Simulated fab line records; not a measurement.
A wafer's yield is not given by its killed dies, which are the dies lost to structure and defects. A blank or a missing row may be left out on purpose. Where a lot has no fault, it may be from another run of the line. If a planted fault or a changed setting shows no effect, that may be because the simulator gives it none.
fab line records	flow n5Finfet
[record] lots = 6	wafers = 18	lastDay = 19
route steps=1938 shown MOL_CONTACT_COAG@532 PASSIVATION@1936
lots untouched by any fault: they come from a run of this same line in which no faults occurred
startH: hours from the record's first day to the start of the lot's first wafer shown	waitH: how many hours have passed since the lot's step before this one	" as in the row above	L1.1+2: one row covering several wafers at once	- no value, or no start given	* or withheld: withheld	< > ~ a bound
route shown NAME@n: NAME is a module with steps in the file, n the number in the route of the first one	usual: mean/standard deviation of fault-free wafers	same: alike in all rows	chamber/n: place in a boat	sites: per-site readings	_std_site: how widely they spread, as a standard deviation	_edge_site: inner sites' mean taken away from outer sites' mean	radiusMm: how far each site lies from the wafer's centre	mask NAME#n: copy n	behind: the tool/chamber that last shaped the wafer	hold: what put the lot on hold/how long, in hours/how the hold closed	device: the n, p or np transistor that did not switch	end of line: at the end of the route, the tests of the same wafers	where a step has no rows: the recipe by itself	killed: the dies lost at the first sort to structure and to defects; this is not the yield of the wafer	map: dies across one wafer; x = killed, . = not, _ = none there
set.NAME: the run value of the setting; set.NAME@STEP: its run value at that earlier step	model.NAME: the simulator's own value behind a step, which no gauge read
lots at selected steps of the route; one table per step, one row per wafer
services: the hour from which a tool's chamber was out of use, counted from the record's first day as startH (under 0 if before that day), plus the number of hours and why
[[steps]]
[step N5_MOL_CONTACT_COAG_ETCH_106]
[recipe] chemistry = N2/H2	target = SOC	targetDepthA = 800	overetchA = 160	maskMaterial = SiARC	tempC = 40	timeS = 120	ionEnergyEv = 200	pressureMtorr = 30	sourceW = 840	biasW = 150	n2FlowSccm = 200	h2FlowSccm = 200
[usual] chamberPressureMTorr = 30.00/0.036	drypumpMotorCurrentA = 5.8/0.42	oesProductAu = 0.67/0.056	rfFwdPowerW = 835.3/2.7	rfVppV = 524.3/1.6	showerheadPlenumPTorr = 2.56/0.051	throttleValvePct = 17.79/0.2
lot.wafer	tool	chamber	startH	waitH	chamberPressureMTorr	drypumpMotorCurrentA	oesProductAu	rfFwdPowerW	rfHoursCounterH	rfVppV	showerheadPlenumPTorr	throttleValvePct
L222.2	rieDiel-02	2	143.10	0.0	30.04	4.9	0.67	836.7	145	523.4	2.54	18.09
L222.5	"	0	"	"	30.02	6.2	0.78	833.7	-	525.0	2.58	17.66
L222.6	"	3	"	"	29.96	5.8	0.64	835.0	-	526.2	2.63	18.02
L228.1	rieDiel-05	3	178.97	0.0	29.96	5.5	0.66	831.2	168	527.1	2.65	17.78
L228.2	"	2	"	"	29.96	5.7	0.65	839.4	198	524.0	2.52	17.66
L228.5	"	3	"	"	29.98	5.5	0.67	831.9	-	526.8	2.65	17.76
L233.1	rieDiel-05	1	205.67	0.0	30.00	6.3	0.75	833.9	52	521.3	2.48	17.42
L233.5	"	2	"	"	30.07	5.7	0.65	836.3	-	523.3	2.52	17.67
L233.6	"	1	"	"	30.09	6.3	0.76	838.3	-	523.8	2.48	17.42
L234.1	rieDiel-04	1	216.19	0.0	29.98	5.3	0.62	840.6	222	525.3	2.62	17.82
L234.2	"	2	"	"	30.01	6.2	0.66	838.3	197	523.2	2.52	17.81
L234.4	"	0	"	"	29.98	6.0	0.60	838.1	238	522.7	2.51	17.81
L238.3	rieDiel-05	3	227.96	0.0	29.98	5.5	0.65	834.1	186	526.4	2.64	17.82
L238.4	"	1	"	"	30.01	6.3	0.74	837.9	58	522.3	2.47	17.44
L238.5	"	0	"	"	29.98	6.1	0.65	834.1	-	524.8	2.54	17.85
L237.2	rieDiel-05	2	231.86	0.0	30.01	5.7	0.64	835.8	218	522.0	2.51	17.68
L237.4	"	0	"	"	29.97	6.1	0.65	838.9	151	524.4	2.54	17.86
L237.5	"	1	"	"	30.04	6.3	0.74	832.4	-	522.7	2.47	17.43
[step N5_MOL_CONTACT_COAG_STRIP_107]
[recipe] chemistry = N2/H2	tempC = 40	n2FlowSccm = 200	h2FlowSccm = 200	rfFrequencyHz = 6e+07
[step N5_MOL_CONTACT_COAG_STRIP_108]
[recipe] chemistry = N2/H2	tempC = 40	n2FlowSccm = 200	h2FlowSccm = 200	rfFrequencyHz = 6e+07
[step N5_MOL_CONTACT_COAG_CONTACT_ETCH_14]
[recipe] chemistry = C4F6/O2	target = SiO2	targetDepthA = 275	overetchA = 85	maskMaterial = SOC	pressureMtorr = 30	sourceW = 370	biasW = 185	Ar_flow_sccm = 300	C4F6_flow_sccm = 16	O2_flow_sccm = 10	timeS = 20	ionEnergyEv = 259.6
[step N5_MOL_CONTACT_COAG_STRIP_109]
[recipe] chemistry = C4F6/O2	resist = SiARC	rfFrequencyHz = 6e+07
[step N5_MOL_CONTACT_COAG_ETCH_15]
[recipe] chemistry = CH3F/O2	target = SiNx	targetDepthA = 70	maskMaterial = SOC	stopOn = Si:P	overEtchFrac = 0.75	ionEnergyEv = 120	pressureMtorr = 30	sourceW = 395	biasW = 73	Ar_flow_sccm = 150	CH3F_flow_sccm = 30	O2_flow_sccm = 20
[usual] chamberPressureMTorr = 30.004/0.029	drypumpMotorCurrentA = 5.8/0.42	oesProductAu = 0.55/0.046	rfFwdPowerW = 392.1/1.3	rfVppV = 298.8/2.6	showerheadPlenumPTorr = 2.01/0.039	throttleValvePct = 16.32/0.15
lot.wafer	tool	chamber	startH	waitH	chamberPressureMTorr	drypumpMotorCurrentA	oesProductAu	rfFwdPowerW	rfHoursCounterH	rfVppV	showerheadPlenumPTorr	throttleValvePct
L222.2	rieDiel-02	2	143.24	0.0	30.028	4.9	0.55	392.5	145	302.6	2.00	16.53
L222.5	"	0	"	"	30.039	6.2	0.64	389.4	-	300.8	2.03	16.17
L222.6	"	3	"	"	29.972	5.8	0.52	391.0	-	300.4	2.06	16.46
L228.1	rieDiel-05	3	179.11	0.0	30.007	5.5	0.54	390.2	168	297.9	2.08	16.31
L228.2	"	2	"	"	30.077	5.7	0.53	394.8	198	295.7	1.99	16.22
L228.5	"	3	"	"	30.026	5.5	0.54	390.5	-	298.6	2.08	16.31
L233.1	rieDiel-05	1	205.81	0.0	30.020	6.3	0.62	390.8	52	300.5	1.95	16.05
L233.5	"	2	"	"	30.012	5.7	0.52	395.1	-	296.2	1.99	16.27
L233.6	"	1	"	"	30.031	6.3	0.62	390.9	-	298.6	1.95	16.03
L234.1	rieDiel-04	1	216.33	0.0	29.973	5.3	0.52	393.5	222	302.3	2.06	16.38
L234.2	"	2	"	"	29.945	6.2	0.54	392.1	197	298.8	1.98	16.37
L234.4	"	0	"	"	29.988	6.0	0.50	392.6	238	296.5	1.97	16.29
L238.3	rieDiel-05	3	228.09	0.0	29.991	5.5	0.53	392.2	186	297.3	2.07	16.34
L238.4	"	1	"	"	29.990	6.3	0.62	389.5	58	298.5	1.95	16.06
L238.5	"	0	"	"	29.996	6.1	0.54	393.3	-	296.4	2.00	16.40
L237.2	rieDiel-05	2	232.00	0.0	29.969	5.7	0.52	393.9	218	296.5	1.99	16.28
L237.4	"	0	"	"	30.037	6.1	0.53	390.1	151	297.0	2.00	16.41
L237.5	"	1	"	"	30.000	6.3	0.60	391.0	-	299.0	1.95	16.05
[step N5_MOL_CONTACT_COAG_ETCH_110]
[recipe] chemistry = CF4/O2	target = Si	targetDepthA = 25	timeS = 8	pressureMtorr = 100	sourceW = 200	biasW = 12	ionEnergyEv = 60	Ar_flow_sccm = 100	cf4FlowSccm = 100	O2_flow_sccm = 10
[usual] cf4FlowSccm = 100.0/0.31	chamberPressureMTorr = 100.00/0.099	drypumpMotorCurrentA = 5.8/0.42	oesProductAu = 0.75/0.064	rfFwdPowerW = 198.2/0.76	rfVppV = 128.0/1.4	showerheadPlenumPTorr = 2.24/0.04	throttleValvePct = 10.78/0.19
lot.wafer	tool	chamber	startH	waitH	cf4FlowSccm	chamberPressureMTorr	drypumpMotorCurrentA	oesProductAu	rfFwdPowerW	rfHoursCounterH	rfVppV	showerheadPlenumPTorr	throttleValvePct
L222.2	rieDiel-02	2	143.30	0.0	99.9	99.94	4.9	0.75	197.7	145	130.3	2.23	10.93
L222.5	"	0	"	"	100.1	100.04	6.2	0.88	196.8	-	128.9	2.26	10.52
L222.6	"	3	"	"	100.2	100.07	5.8	0.71	198.1	-	129.5	2.28	10.98
L228.1	rieDiel-05	3	179.17	0.0	99.9	100.12	5.5	0.74	198.4	168	127.7	2.31	10.79
L228.2	"	2	"	"	99.9	100.04	5.7	0.71	198.0	198	128.1	2.21	10.73
L228.5	"	3	"	"	99.7	100.03	5.5	0.74	198.0	-	127.5	2.31	10.79
L233.1	rieDiel-05	1	205.87	0.0	99.9	100.22	6.3	0.84	197.3	52	128.9	2.18	10.43
L233.5	"	2	"	"	100.4	99.98	5.7	0.72	199.1	-	126.3	2.21	10.76
L233.6	"	1	"	"	100.0	99.86	6.3	0.85	197.6	-	130.1	2.18	10.43
L234.1	rieDiel-04	1	216.39	0.0	99.6	100.00	5.3	0.69	198.0	222	128.1	2.28	10.90
L234.2	"	2	"	"	99.9	100.00	6.2	0.73	198.7	197	128.9	2.21	10.87
L234.4	"	0	"	"	100.2	100.24	6.0	0.67	198.3	238	125.4	2.19	10.87
L238.3	rieDiel-05	3	228.15	0.0	100.1	99.98	5.5	0.72	197.0	186	127.9	2.30	10.84
L238.4	"	1	"	"	100.1	99.82	6.3	0.83	197.3	58	127.4	2.17	10.46
L238.5	"	0	"	"	99.7	99.96	6.1	0.73	198.9	-	126.9	2.23	10.83
L237.2	rieDiel-05	2	232.06	0.0	99.6	99.95	5.7	0.72	199.3	218	126.8	2.20	10.77
L237.4	"	0	"	"	100.2	99.91	6.2	0.73	198.4	151	126.3	2.22	10.83
L237.5	"	1	"	"	100.0	99.87	6.3	0.83	197.6	-	129.2	2.17	10.47
[step N5_MOL_CONTACT_COAG_STRIP_98]
[recipe] chemistry = N2/H2	powerW = 500	tempC = 40	pressureMtorr = 50	rfFrequencyHz = 6e+07	overashFraction = 0.3	biasPowerW = 8	h2Frac = 0.5	n2FlowSccm = 300	h2FlowSccm = 300
[usual] chamberPressureMTorr = 50.00/0.077	drypumpMotorCurrentA = 5.8/0.42	oesProductAu = 0.75/0.067	rfVppV = 54.1/1.5	showerheadPlenumPTorr = 3.38/0.065	throttleValvePct = 18.9/0.31
[same] overashFraction = 0.3
lot.wafer	tool	chamber	startH	waitH	chamberPressureMTorr	drypumpMotorCurrentA	oesProductAu	rfHoursCounterH	rfVppV	showerheadPlenumPTorr	throttleValvePct
L222.2	rieDiel-02	2	143.35	0.0	50.06	4.9	0.76	145	54.4	3.36	19.4
L222.5	"	0	"	"	49.90	6.2	0.89	-	55.0	3.41	18.8
L222.6	"	3	"	"	50.04	5.8	0.69	-	52.0	3.46	19.2
L228.1	rieDiel-05	3	179.21	0.0	50.02	5.5	0.76	168	55.6	3.49	18.8
L228.2	"	2	"	"	49.96	5.7	0.72	198	55.4	3.33	18.7
L228.5	"	3	"	"	50.04	5.5	0.75	-	54.4	3.49	18.7
L233.1	rieDiel-05	1	205.92	0.0	49.98	6.4	0.84	52	53.5	3.27	18.2
L233.5	"	2	"	"	49.97	5.7	0.72	-	52.1	3.33	18.7
L233.6	"	1	"	"	50.10	6.4	0.86	-	51.7	3.28	18.2
L234.1	rieDiel-04	1	216.43	0.0	50.03	5.3	0.69	222	54.1	3.46	18.8
L234.2	"	2	"	"	49.94	6.2	0.73	197	55.0	3.33	18.8
L234.4	"	0	"	"	50.21	6.0	0.65	238	53.5	3.32	18.9
L238.3	rieDiel-05	3	228.20	0.0	49.91	5.5	0.73	186	53.4	3.48	18.8
L238.4	"	1	"	"	50.00	6.3	0.84	58	54.4	3.27	18.2
L238.5	"	0	"	"	50.20	6.1	0.73	-	54.4	3.36	18.9
L237.2	rieDiel-05	2	232.10	0.0	49.95	5.7	0.71	218	55.9	3.32	18.8
L237.4	"	0	"	"	49.88	6.1	0.73	151	53.2	3.35	18.9
L237.5	"	1	"	"	50.02	6.3	0.84	-	52.0	3.27	18.2
[step N5_MOL_CONTACT_COAG_CD_MEAS_99]
[recipe] targetCdNm = 17.2	polarity = opening
[usual] cdNm = 17.1/0.32
lot.wafer	tool	chamber	startH	waitH	cdNm
L222.2	cdSem-02	-	143.42	-	17.6
L222.5	"	-	"	"	17.5
L222.6	"	-	"	"	17.2
L228.1	cdSem-01	-	179.28	-	18.0
L228.2	"	-	"	"	17.7
L228.5	"	-	"	"	17.5
L233.1	cdSem-01	-	205.99	-	16.7
L233.5	"	-	"	"	17.3
L233.6	"	-	"	"	16.2
L234.1	cdSem-02	-	216.50	-	17.0
L234.2	"	-	"	"	17.1
L234.4	"	-	"	"	17.4
L238.3	cdSem-02	-	228.27	-	17.0
L238.4	"	-	"	"	17.1
L238.5	"	-	"	"	16.8
L237.2	cdSem-02	-	232.18	-	17.1
L237.4	"	-	"	"	17.5
L237.5	"	-	"	"	16.7
[step N5_MOL_CONTACT_COAG_IMPLANT_129]
[recipe] species = Ge	energyKev = 3	doseCm2 = 6e+14	tiltDeg = 0	rotationDeg = 0
[step N5_MOL_CONTACT_COAG_PRECLEAN_111]
[recipe] chemistry = NF3:NH3	afsCycles = 1	tempC = 30	timeS = 20	sublimationTempC = 180	sublimationTimeS = 60	pressureTorr = 3	rfPowerW = 30
[step N5_MOL_CONTACT_COAG_TI_SIL_19]
[recipe] material = Ti	targetThkA = 42	tempC = 200	chamberPressurePa = 5	powerW = 5000	timeS = 15
[usual] throttleValvePct = 29.9/1
lot.wafer	tool	chamber	startH	waitH	throttleValvePct
L222.2	pvdSputter-03	-	143.87	0.1	30.3
L222.5	"	-	"	"	31.2
L222.6	"	-	"	"	29.2
L228.1	pvdSputter-03	-	179.79	0.2	30.7
L228.2	"	-	"	"	29.0
L228.5	"	-	"	"	31.0
L233.1	pvdSputter-01	-	206.83	0.2	29.5
L233.5	"	-	"	"	28.6
L233.6	"	-	"	"	30.7
L234.1	pvdSputter-01	-	216.96	0.2	29.7
L234.2	"	-	"	"	29.0
L234.4	"	-	"	"	30.5
L238.3	pvdSputter-03	-	228.77	0.2	28.9
L238.4	"	-	"	"	29.5
L238.5	"	-	"	"	31.2
L237.2	pvdSputter-03	-	233.44	0.3	29.6
L237.4	"	-	"	"	31.2
L237.5	"	-	"	"	31.1
[step N5_MOL_CONTACT_COAG_ALD_20]
[recipe] material = TiN	targetThkA = 15	tempC = 400	aldPrecursorFamily = TiCl4	aldCoReactant = NH3	pulseTimeS = 1	purgeTimeS = 3	coReactantPurgeTimeS = 2	coReactantPulseTimeS = 2	aldCycles = 68	pressureTorr = 3
[usual] coReactantPulseTimeS = 2/0	heaterPowerW = 926/98	precursorPulseHeightRel = 1.000/0.019
lot.wafer	tool	chamber	startH	waitH	coReactantPulseTimeS	heaterPowerW	precursorPulseHeightRel
L222.2	aldMetal-02	1	143.99	0.1	2	907	1.034
L222.5	"	1	"	"	2	920	0.984
L222.6	"	2	"	"	2	862	0.998
L228.1	aldMetal-03	0	179.91	0.1	2	883	0.979
L228.2	"	3	"	"	2	918	1.013
L228.5	"	2	"	"	2	891	1.039
L233.1	aldMetal-03	2	206.96	0.1	2.4469	897	0.981
L233.5	"	2	"	"	2.4469	916	1.000
L233.6	"	1	"	"	2.4469	791	0.972
L234.1	aldMetal-03	2	217.09	0.1	2.4469	895	0.983
L234.2	"	0	"	"	2.4469	861	0.998
L234.4	"	3	"	"	2.4469	923	1.016
L238.3	aldMetal-04	0	228.89	0.1	2	1103	1.039
L238.4	"	2	"	"	2	771	0.959
L238.5	"	2	"	"	2	758	0.990
L237.2	aldMetal-04	3	233.56	0.1	2	1045	0.979
L237.4	"	1	"	"	2	904	1.010
L237.5	"	3	"	"	2	1030	1.011
[step N5_MOL_CONTACT_COAG_SIL_ANNEAL_21]
[recipe] tempC = 550	timeS = 60	ambient = N2
[step N5_PASSIVATION_PROBE_49]
[usual] killed_at_M0_to_M3 = 37/12	killed_at_M4_up = 15/5.6	killedAtContacts = 13/6.9	killedAtFrontEnd = 40/11	killedAtOther = 4/3.2	killedDies = 109/20	killedOnRim = 14/4.3	killedOpen = 73/15	killedShort = 35/8.3
[same] grossDies = 1180	killedAtBackSide = 0
lot.wafer	tool	chamber	startH	waitH	killed_at_M0_to_M3	killed_at_M4_up	killedAtContacts	killedAtFrontEnd	killedAtOther	killedDies	killedOnRim	killedOpen	killedShort
L228.2	prober-02	-	426.90	0.1	37	13	13	45	1	109	13	65	41
L228.5	prober-02	-	427.05	0.2	36	18	29	38	0	121	10	95	24
// killed by level:class
L228.2 FIN_SAQP:geometricParticle:short=15 BEOL_M2:geometricParticle:open=14 STI_FIN_REVEAL:geometricParticle:open=10 MOL_CONTACT_COAG:geometricParticle:open=10 BEOL_M0_SAQP:geometricParticle:short=8 BEOL_M0_SAQP:geometricParticle:open=8 FIN_SAQP:geometricParticle:open=4 BEOL_M4:geometricParticle:open=4
L228.5 MOL_CONTACT_COAG:geometricParticle:open=25 BEOL_M2:geometricParticle:open=12 STI_FIN_REVEAL:geometricParticle:open=10 BEOL_M0_SAQP:geometricParticle:open=7 GATE_CUT:geometricParticle:short=6 BEOL_M1:geometricParticle:open=6 BEOL_M4:geometricParticle:open=6 FIN_SAQP:geometricParticle:open=5
[[services]]
tool	chamber	startH	hours	kind
aldMetal-03	-	134.16	8.7	pm
rieDiel-04	1	137.43	26.9	repair
rieDiel-04	-	140.31	15.6	pm
aldMetal-04	2	175.75	5.2	repair
aldMetal-04	-	187.25	6.0	pm
rieDiel-02	-	187.57	0.5	repair
aldMetal-02	-	198.58	0.5	repair
aldMetal-02	2	200.19	24.2	repair
rieDiel-05	1	217.15	4.6	repair
rieDiel-02	1	217.15	5.2	repair
rieDiel-04	3	230.56	7.6	repair
[[key]]
[firstSign] step = N5_MOL_CONTACT_COAG_ALD_20	reading = coReactantPulseTimeS	direction = up	sigmas = 99+	usual = *	struck = *
effect none on later readings
metAt N5_MOL_CONTACT_COAG_ALD_20
struckWafers L233.1,L233.5,L233.6,L234.1,L234.2,L234.4
testerLeftOut L233,L234
onsetBetween 179.91 206.96
[fault] kind = processParameterDrift	tool = aldMetal-03	chamber = -	onsetH = 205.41	steps = N5_MOL_CONTACT_COAG_ALD_20	channel = coReactantPulseTimeS	offset = *	shape = step	endH = 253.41	actsIn = *	stated = *
// testerLeftOut: of these lots the tester's yield and bins aren't shown, on N5 and GAA mostly nor the transistor test; their killed dies are dies lost to structure and defects alone, not to doping, threshold or leakage, so they don't give the yield
